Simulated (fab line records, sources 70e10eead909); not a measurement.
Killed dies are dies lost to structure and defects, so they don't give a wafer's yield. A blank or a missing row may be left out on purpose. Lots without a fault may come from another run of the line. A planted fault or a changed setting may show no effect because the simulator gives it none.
Chamber matching | flow nand_harc | NHARC_A_BONDPAD_ETCH_34 on rie_diel-13: 4 sister chambers
The step etches the open film in N2/H2, target depth 60 nm, overetch 18 nm, time 65.91 s. 14 wafers are shown with their chamber, then 7 later ones without.

WAFERS WITH THEIR CHAMBER
wafer  | chamber | showerhead_plenum_p_Torr (Torr) | oes_product_au (a.u.) | rf_vpp_V (V)
L884.2 | 3       | 2.18                            | 1.030                 | 435.0
L884.3 | 0       | 2.06                            | 1.017                 | 429.8
L884.4 | 3       | 2.18                            | 1.041                 | 435.6
L883.1 | 2       | 2.09                            | 0.999                 | 431.4
L883.5 | 2       | 2.08                            | 1.001                 | 431.6
L883.6 | 3       | 2.18                            | 1.016                 | 433.3
L886.3 | 1       | 2.12                            | 1.004                 | 433.3
L886.4 | 3       | 2.18                            | 1.021                 | 435.0
L886.6 | 0       | 2.06                            | 1.018                 | 431.7
L885.3 | 2       | 2.08                            | 0.990                 | 432.4
L885.4 | 0       | 2.06                            | 1.012                 | 429.7
L885.5 | 3       | 2.18                            | 1.022                 | 435.5
L888.4 | 2       | 2.08                            | 0.993                 | 432.3
L888.5 | 1       | 2.12                            | 1.007                 | 432.3

SIGNATURES (means of the wafers above)
reading                  | chamber 0 | chamber 1 | chamber 2 | chamber 3 | scatter within a chamber
showerhead_plenum_p_Torr | 2.0600    | 2.1200    | 2.0825    | 2.1800    | 0.00274
oes_product_au           | 1.01567   | 1.00550   | 0.99575   | 1.02600   | 0.00697
rf_vpp_V                 | 430.400   | 432.800   | 431.925   | 434.880   | 0.849
Rule: a wafer's distance from a chamber is the root of the sum, over the readings, of the square of ((its reading less the chamber's mean) divided by the reading's scatter). The wafer belongs to the nearest chamber; if the next one is less than 2 further off, it can't be placed. The scatter: the root of (the sum of the squares of (reading less its chamber's mean) over the shown wafers, divided by (wafers less chambers)).

WAFERS WITHOUT THEIR CHAMBER
wafer  | showerhead_plenum_p_Torr (Torr) | oes_product_au (a.u.) | rf_vpp_V (V)
L888.6 | 2.06                            | 1.012                 | 432.9
L889.2 | 2.18                            | 1.021                 | 434.0
L889.5 | 2.06                            | 1.018                 | 432.0
L889.6 | 2.18                            | 1.016                 | 435.8
L887.2 | 2.08                            | 0.994                 | 430.3
L887.5 | 2.08                            | 0.994                 | 431.0
L887.6 | 2.18                            | 1.022                 | 434.0

WHICH CHAMBER EACH WENT THROUGH
wafer  | from the rows above | in truth
L888.6 | 0                   | 0
L889.2 | 3                   | 3
L889.5 | 0                   | 0
L889.6 | 3                   | 3
L887.2 | 2                   | 2
L887.5 | 2                   | 2
L887.6 | 3                   | 3
Placed correctly: 7 of 7. Can't be placed from these rows: 0. Placed wrongly: 0.
